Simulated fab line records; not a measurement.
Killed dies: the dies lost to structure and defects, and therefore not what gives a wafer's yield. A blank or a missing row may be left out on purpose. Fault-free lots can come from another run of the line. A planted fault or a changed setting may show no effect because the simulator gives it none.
What tool caused it? -- flow n5Finfet -- 22 lots with 66 wafers sampled at 6 steps, on a route of 1938 steps

== WHAT THE GAUGES READ, wafer by wafer ==
The record holds no reading of a measuring or inspecting step that can be judged against a usual standard deviation.

== WHICH TOOL RAN EACH LOT (tool, then ch and the chambers of the sampled wafers, then the start) ==
lot,N5_MOL_CONTACT_COAG_ETCH_110,N5_MOL_CONTACT_COAG_SIL_ANNEAL_21,N5_MOL_CONTACT_COAG_ETCH_48,N5_BEOL_M0_SAQP_PECVD_04,N5_BEOL_M0_SAQP_HM_OPEN_112,N5_BEOL_M0_SAQP_SPACER1_ETCHBACK_99
L074,"rieDiel-04 ch 0,1,2, day 4 15:53","rtpAnneal-02 ch 0, day 4 19:28","rieDiel-05 ch 1,2, day 5 06:14","pecvd-02 ch 1,2, day 5 11:27","rieDiel-02 ch 0,3, day 5 12:39","rieDiel-01 ch 1,2,3, day 5 13:56"
L075,"rieDiel-04 ch 0,1,2, day 5 03:10","rtpAnneal-01 ch 0, day 5 04:18","rieDiel-06 ch 0,1, day 5 17:19","pecvd-02 ch 1,2, day 6 00:43","rieDiel-01 ch 0,1,3, day 6 01:48","rieDiel-03 ch 0,1,3, day 6 03:22"
L076,"rieDiel-05 ch 0,1,2, day 5 06:38","rtpAnneal-02 ch 0, day 5 08:03","rieDiel-04 ch 1,2,3, day 5 17:32","pecvd-02 ch 0,1, day 6 02:02","rieDiel-03 ch 0,1,2, day 6 03:00","rieDiel-03 ch 1,2,3, day 6 04:26"
L077,"rieDiel-04 ch 0,3, day 5 09:35","rtpAnneal-01 ch 0, day 5 11:26","rieDiel-06 ch 0,1,2, day 5 20:37","pecvd-01 ch 0,1,2, day 6 05:29","rieDiel-03 ch 1,2,3, day 6 06:21","rieDiel-03 ch 0,1,2, day 6 07:34"
L078,"rieDiel-04 ch 0,3, day 5 15:07","rtpAnneal-01 ch 0, day 5 18:17","rieDiel-04 ch 0,1,2, day 6 06:17","pecvd-04 ch 1, day 6 12:17","rieDiel-03 ch 2,3, day 6 13:21","rieDiel-03 ch 0,2,3, day 6 14:32"
L079,"rieDiel-04 ch 0,3, day 5 21:52","rtpAnneal-01 ch 0, day 6 00:07","rieDiel-06 ch 0,3, day 6 09:08","pecvd-04 ch 1,2, day 6 14:17","rieDiel-02 ch 0,1,2, day 6 15:10","rieDiel-02 ch 2,3, day 6 16:29"
L080,"rieDiel-05 ch 1,2,3, day 6 04:47","rtpAnneal-01 ch 0, day 6 05:58","rieDiel-06 ch 0,1,3, day 6 15:23","pecvd-02 ch 1,2, day 6 20:40","rieDiel-01 ch 1,2,3, day 6 21:28","rieDiel-02 ch 0,1,2, day 6 22:52"
L082,"rieDiel-04 ch 0,1,3, day 6 19:35","rtpAnneal-01 ch 0, day 6 20:44","rieDiel-04 ch 0,3, day 7 06:04","pecvd-01 ch 0,1,2, day 7 11:07","rieDiel-03 ch 0,3, day 7 11:59","rieDiel-02 ch 0,1,3, day 7 13:22"
L083,"rieDiel-04 ch 0,1,3, day 6 22:05","rtpAnneal-01 ch 0, day 6 23:42","rieDiel-04 ch 1,2, day 7 11:01","pecvd-02 ch 0,1,2, day 7 16:29","rieDiel-01 ch 1,2, day 7 17:19","rieDiel-03 ch 0,1,2, day 7 18:48"
L084,"rieDiel-06 ch 0,2, day 7 04:53","rtpAnneal-02 ch 0, day 7 06:22","rieDiel-04 ch 1,2, day 7 21:00","pecvd-02 ch 0,2, day 8 04:02","rieDiel-03 ch 0,2, day 8 05:06","rieDiel-03 ch 0,1, day 8 06:16"
L085,"rieDiel-05 ch 0,1,2, day 7 07:32","rtpAnneal-01 ch 0, day 7 09:53","rieDiel-05 ch 0,1, day 7 21:33","pecvd-01 ch 1,2, day 8 06:09","rieDiel-02 ch 1,2,3, day 8 06:53","rieDiel-02 ch 1,2, day 8 08:10"
L086,"rieDiel-05 ch 0,1,2, day 7 17:04","rtpAnneal-02 ch 0, day 7 20:29","rieDiel-06 ch 0,2,3, day 8 06:58","pecvd-04 ch 0,1, day 8 12:20","rieDiel-02 ch 0,3, day 8 13:20","rieDiel-02 ch 0,1,3, day 8 14:51"
L088,"rieDiel-06 ch 0,2,3, day 8 05:17","rtpAnneal-01 ch 0, day 8 06:34","rieDiel-04 ch 0,2,3, day 8 17:05","pecvd-04 ch 0,1,2, day 8 23:35","rieDiel-01 ch 1,2,3, day 9 00:19","rieDiel-01 ch 0,1,2, day 9 01:37"
L089,"rieDiel-04 ch 0,2, day 8 13:19","rtpAnneal-02 ch 0, day 8 14:33","rieDiel-05 ch 0,2, day 9 01:20","pecvd-01 ch 0,1,2, day 9 06:55","rieDiel-03 ch 0,2,3, day 9 07:46","rieDiel-01 ch 1,2,3, day 9 08:56"
L090,"rieDiel-04 ch 1,2,3, day 8 15:29","rtpAnneal-01 ch 0, day 8 17:39","rieDiel-05 ch 0,1,3, day 9 05:30","pecvd-02 ch 0,1, day 9 10:56","rieDiel-03 ch 0,1,3, day 9 12:45","rieDiel-02 ch 1,3, day 9 14:07"
L091,"rieDiel-04 ch 0,2,3, day 9 00:30","rtpAnneal-01 ch 0, day 9 01:37","rieDiel-06 ch 1,2,3, day 9 12:56","pecvd-02 ch 0,2, day 9 22:31","rieDiel-01 ch 1,2,3, day 9 23:26","rieDiel-01 ch 1,2,3, day 10 00:38"
L092,"rieDiel-04 ch 1,2,3, day 9 02:33","rtpAnneal-02 ch 0, day 9 03:40","rieDiel-06 ch 1,2,3, day 9 14:46","pecvd-02 ch 0,2, day 9 23:05","rieDiel-02 ch 1,3, day 10 00:03","rieDiel-03 ch 0,2,3, day 10 01:14"
L093,"rieDiel-04 ch 1,2, day 9 13:17","rtpAnneal-02 ch 0, day 9 17:19","rieDiel-06 ch 0,3, day 10 07:13","pecvd-02 ch 0,1,2, day 10 13:01","rieDiel-01 ch 0,1,3, day 10 13:47","rieDiel-01 ch 0,3, day 10 15:03"
L094,"rieDiel-04 ch 2,3, day 9 14:59","rtpAnneal-01 ch 0, day 9 17:28","rieDiel-05 ch 0,1,3, day 10 07:32","pecvd-01 ch 0,2, day 10 16:55","rieDiel-01 ch 0,2, day 10 17:40","rieDiel-02 ch 1,3, day 10 20:16"
L095,"rieDiel-06 ch 0,1,3, day 9 20:37","rtpAnneal-01 ch 0, day 9 23:12","rieDiel-06 ch 0,2,3, day 10 09:09","pecvd-02 ch 1,2, day 10 16:55","rieDiel-03 ch 0,1,2, day 10 17:52","rieDiel-03 ch 0,1,2, day 10 20:43"
L096,"rieDiel-06 ch 1,2,3, day 10 08:38","rtpAnneal-02 ch 0, day 10 10:20","rieDiel-04 ch 0,2,3, day 10 22:43","pecvd-04 ch 0,1,2, day 11 05:29","rieDiel-03 ch 0,1,2, day 11 06:13","rieDiel-01 ch 0,3, day 11 07:22"
L097,"rieDiel-05 ch 0,1, day 10 11:29","rtpAnneal-02 ch 0, day 10 13:21","rieDiel-05 ch 0,2, day 11 01:50","pecvd-02 ch 0,1, day 11 06:34","rieDiel-03 ch 0,1,2, day 11 07:26","rieDiel-03 ch 0,2, day 11 09:50"
- N5_MOL_CONTACT_COAG_ETCH_110: etches Si in CF4/O2, target depth 2.5 nm, time 8 s.
- N5_MOL_CONTACT_COAG_SIL_ANNEAL_21: time 60 s.
- N5_MOL_CONTACT_COAG_ETCH_48: etches SiOC in C4F6/O2, target depth 15 nm, overetch 4.5 nm, time 17 s.
- N5_BEOL_M0_SAQP_PECVD_04: deposits a-Si from SiH4/He, target thk 60 nm, time 60.2 s.
- N5_BEOL_M0_SAQP_HM_OPEN_112: chemistry CHF3/O2, target SiO2, stops on a-Si, target depth 12 nm, time 13.5 s.
- N5_BEOL_M0_SAQP_SPACER1_ETCHBACK_99: etches SiO2 in CHF3/O2, target depth 15.4 nm, time 7.7 s.

== AS READ BY THE TOOLS THEMSELVES (means over the sampled wafers that have a number; for cases with no such wafer, the mark the record gives instead) ==
N5_MOL_CONTACT_COAG_ETCH_110.
lot,tool,drypumpMotorCurrentA (A),oesProductAu (a.u.),rfVppV (V),showerheadPlenumPTorr (Torr),throttleValvePct (%)
L074,rieDiel-04,5.5,0.76,131,2.31,10.9
L075,rieDiel-04,5.5,0.75,131,2.31,10.9
L076,rieDiel-05,5.7,0.80,132,2.27,10.7
L077,rieDiel-04,5.4,0.73,122,2.24,11.1
L078,rieDiel-04,5.3,0.72,128,2.26,11.1
L079,rieDiel-04,5.3,0.72,123,2.24,11.1
L080,rieDiel-05,6.0,0.81,129,2.27,10.7
L082,rieDiel-04,5.3,0.72,125,2.26,11.1
L083,rieDiel-04,5.4,0.72,125,2.26,11.1
L084,rieDiel-06,5.7,0.79,127,2.18,10.8
L085,rieDiel-05,5.7,0.87,129,2.26,10.5
L086,rieDiel-05,5.7,0.87,130,2.26,10.5
L088,rieDiel-06,5.8,0.84,127,2.22,10.5
L089,rieDiel-04,5.7,0.77,134,2.31,10.9
L090,rieDiel-04,5.5,0.75,125,2.27,11.0
L091,rieDiel-04,5.5,0.74,127,2.27,11.1
L092,rieDiel-04,5.5,0.75,125,2.27,11.0
L093,rieDiel-04,5.5,0.73,129,2.30,10.9
L094,rieDiel-04,5.7,0.78,128,2.29,10.9
L095,rieDiel-06,5.8,0.84,127,2.23,10.6
L096,rieDiel-06,6.2,0.91,131,2.27,10.4
L097,rieDiel-05,5.9,0.86,128,2.24,10.4

N5_MOL_CONTACT_COAG_SIL_ANNEAL_21.
lot,tool,lampPowerPct (%),wafer_temp_C_max
L074,rtpAnneal-02,6.6,552.2
L075,rtpAnneal-01,5.7,552.7
L076,rtpAnneal-02,6.6,552.2
L077,rtpAnneal-01,5.7,553.1
L078,rtpAnneal-01,5.7,552.6
L079,rtpAnneal-01,5.7,553.1
L080,rtpAnneal-01,5.7,553.0
L082,rtpAnneal-01,5.7,554.0
L083,rtpAnneal-01,5.7,553.2
L084,rtpAnneal-02,6.6,552.6
L085,rtpAnneal-01,5.7,553.5
L086,rtpAnneal-02,6.6,552.8
L088,rtpAnneal-01,5.7,553.4
L089,rtpAnneal-02,6.6,552.7
L090,rtpAnneal-01,5.7,552.7
L091,rtpAnneal-01,5.7,553.9
L092,rtpAnneal-02,6.6,552.4
L093,rtpAnneal-02,6.6,552.7
L094,rtpAnneal-01,5.7,553.3
L095,rtpAnneal-01,5.7,553.1
L096,rtpAnneal-02,6.6,552.8
L097,rtpAnneal-02,6.6,552.6

N5_MOL_CONTACT_COAG_ETCH_48.
lot,tool,drypumpMotorCurrentA (A),oesProductAu (a.u.),rfVppV (V),showerheadPlenumPTorr (Torr),throttleValvePct (%)
L074,rieDiel-05,6.0,0.75,1607,2.93,40.5
L075,rieDiel-06,6.1,0.60,1611,2.87,40.7
L076,rieDiel-04,5.5,0.68,1562,2.90,40.4
L077,rieDiel-06,6.1,0.61,1619,2.86,40.6
L078,rieDiel-04,5.5,0.61,1627,2.94,40.6
L079,rieDiel-06,5.5,0.69,1540,2.80,40.8
L080,rieDiel-06,5.8,0.69,1580,2.86,40.6
L082,rieDiel-04,5.3,0.60,1528,2.84,40.8
L083,rieDiel-04,5.7,0.64,1624,2.94,40.3
L084,rieDiel-04,5.5,0.66,1596,2.92,40.2
L085,rieDiel-05,5.9,0.77,1598,2.86,40.8
L086,rieDiel-06,5.8,0.71,1587,2.83,40.5
L088,rieDiel-04,5.5,0.62,1591,2.90,40.8
L089,rieDiel-05,5.6,0.67,1634,2.89,40.5
L090,rieDiel-05,5.8,0.71,1600,2.82,40.7
L091,rieDiel-06,6.2,0.82,1626,2.89,40.4
L092,rieDiel-06,6.2,0.79,1626,2.89,40.4
L093,rieDiel-06,5.4,0.61,1537,2.78,40.8
L094,rieDiel-05,5.9,0.70,1599,2.82,40.7
L095,rieDiel-06,5.8,0.75,1587,2.83,40.6
L096,rieDiel-04,5.5,0.66,1589,2.89,40.4
L097,rieDiel-05,5.5,0.68,1625,2.83,40.9

N5_BEOL_M0_SAQP_PECVD_04.
lot,tool,heaterPowerW (W),showerheadPlenumPTorr (Torr),showerheadVppV (V),throttleValvePct (%)
L074,pecvd-02,707,5.723,635,17.6
L075,pecvd-02,660,5.706,637,17.6
L076,pecvd-02,705,5.719,631,17.8
L077,pecvd-01,649,5.727,584,17.3
L078,pecvd-04,571,5.704,629,19.1
L079,pecvd-04,586,5.711,625,18.6
L080,pecvd-02,648,5.707,637,17.8
L082,pecvd-01,650,5.728,595,17.6
L083,pecvd-02,659,5.706,638,18.0
L084,pecvd-02,636,5.694,642,17.8
L085,pecvd-01,691,5.730,614,17.4
L086,pecvd-04,693,5.693,625,18.4
L088,pecvd-04,635,5.704,620,18.3
L089,pecvd-01,680,5.723,587,17.3
L090,pecvd-02,682,5.711,641,18.0
L091,pecvd-02,654,5.677,647,18.2
L092,pecvd-02,640,5.692,639,18.1
L093,pecvd-02,680,5.698,641,17.9
L094,pecvd-01,656,5.708,577,17.6
L095,pecvd-02,657,5.705,644,17.8
L096,pecvd-04,611,5.698,619,18.3
L097,pecvd-02,685,5.685,643,18.1

N5_BEOL_M0_SAQP_HM_OPEN_112.
lot,tool,drypumpMotorCurrentA (A),oesProductAu (a.u.),rfVppV (V),showerheadPlenumPTorr (Torr),throttleValvePct (%)
L074,rieDiel-02,6.4,0.56,528,2.41,18.42
L075,rieDiel-01,6.0,0.51,523,2.41,18.90
L076,rieDiel-03,5.9,0.49,537,2.38,18.77
L077,rieDiel-03,6.3,0.47,521,2.40,18.80
L078,rieDiel-03,6.4,0.47,502,2.43,18.72
L079,rieDiel-02,6.0,0.51,517,2.35,18.95
L080,rieDiel-01,6.0,0.52,528,2.42,18.90
L082,rieDiel-03,5.7,0.51,518,2.43,18.70
L083,rieDiel-01,6.0,0.52,532,2.45,18.93
L084,rieDiel-03,6.1,0.49,535,2.37,18.69
L085,rieDiel-02,5.8,0.47,532,2.29,19.02
L086,rieDiel-02,6.4,0.54,528,2.40,18.46
L088,rieDiel-01,6.0,0.50,527,2.41,18.92
L089,rieDiel-03,6.1,0.48,519,2.41,18.73
L090,rieDiel-03,5.9,0.53,521,2.41,18.71
L091,rieDiel-01,6.0,0.50,528,2.41,18.93
L092,rieDiel-02,5.8,0.48,525,2.31,19.07
L093,rieDiel-01,6.1,0.55,523,2.40,18.80
L094,rieDiel-01,6.1,0.54,524,2.48,18.76
L095,rieDiel-03,5.8,0.52,536,2.37,18.69
L096,rieDiel-03,5.9,0.52,536,2.37,18.69
L097,rieDiel-03,5.9,0.52,536,2.37,18.70

N5_BEOL_M0_SAQP_SPACER1_ETCHBACK_99.
lot,tool,drypumpMotorCurrentA (A),oesProductAu (a.u.),rfVppV (V),showerheadPlenumPTorr (Torr),throttleValvePct (%)
L074,rieDiel-01,6.0,0.80,529,2.42,18.95
L075,rieDiel-03,5.8,0.73,520,2.42,18.86
L076,rieDiel-03,6.3,0.71,521,2.40,18.85
L077,rieDiel-03,5.9,0.74,537,2.38,18.84
L078,rieDiel-03,6.0,0.75,519,2.41,18.76
L079,rieDiel-02,5.7,0.71,538,2.28,19.04
L080,rieDiel-02,6.0,0.77,517,2.35,19.02
L082,rieDiel-02,6.1,0.80,525,2.36,18.81
L083,rieDiel-03,5.8,0.84,536,2.38,18.72
L084,rieDiel-03,5.7,0.91,539,2.38,18.70
L085,rieDiel-02,5.7,0.72,517,2.30,19.33
L086,rieDiel-02,6.0,0.79,525,2.35,18.82
L088,rieDiel-01,6.1,0.85,526,2.44,18.88
L089,rieDiel-01,6.0,0.77,528,2.41,18.99
L090,rieDiel-02,5.8,0.73,526,2.31,19.13
L091,rieDiel-01,6.0,0.77,527,2.41,19.00
L092,rieDiel-03,6.1,0.73,518,2.41,18.80
L093,rieDiel-01,6.1,0.84,520,2.44,18.79
L094,rieDiel-02,5.8,0.72,540,2.29,18.90
L095,rieDiel-03,5.9,0.80,536,2.37,18.76
L096,rieDiel-01,6.1,0.83,521,2.44,18.81
L097,rieDiel-03,5.7,0.76,534,2.38,18.78

== THE ANSWER, worked out from the rows above alone ==
Rule: the usual values come from the lots themselves. The widest of any qualifying gaps counts: lots, ordered by their means at a reading, are off when they make up no more than a third of the lots, leave a main group of 4 or more, and stand apart from it by 3 or more times the standard deviation of that group's means. A main group is skipped when, at the precision printed for the reading in the tables above, its means are all equal. Also off: a lot with no number at a reading for which 4 or more lots have one. Any other lot the step has rows for is counted as sound. The gauges are gone through in route order, then the tools' own readings, and for those a lot's mean is taken as printed above. At the first step where some lot is off, the reading lying furthest off is the one used; lots without a number count as furthest.
Nothing can be told from this: no lot is off at any reading shown.

== WHAT WAS PUT IN BY THE SIMULATOR ==
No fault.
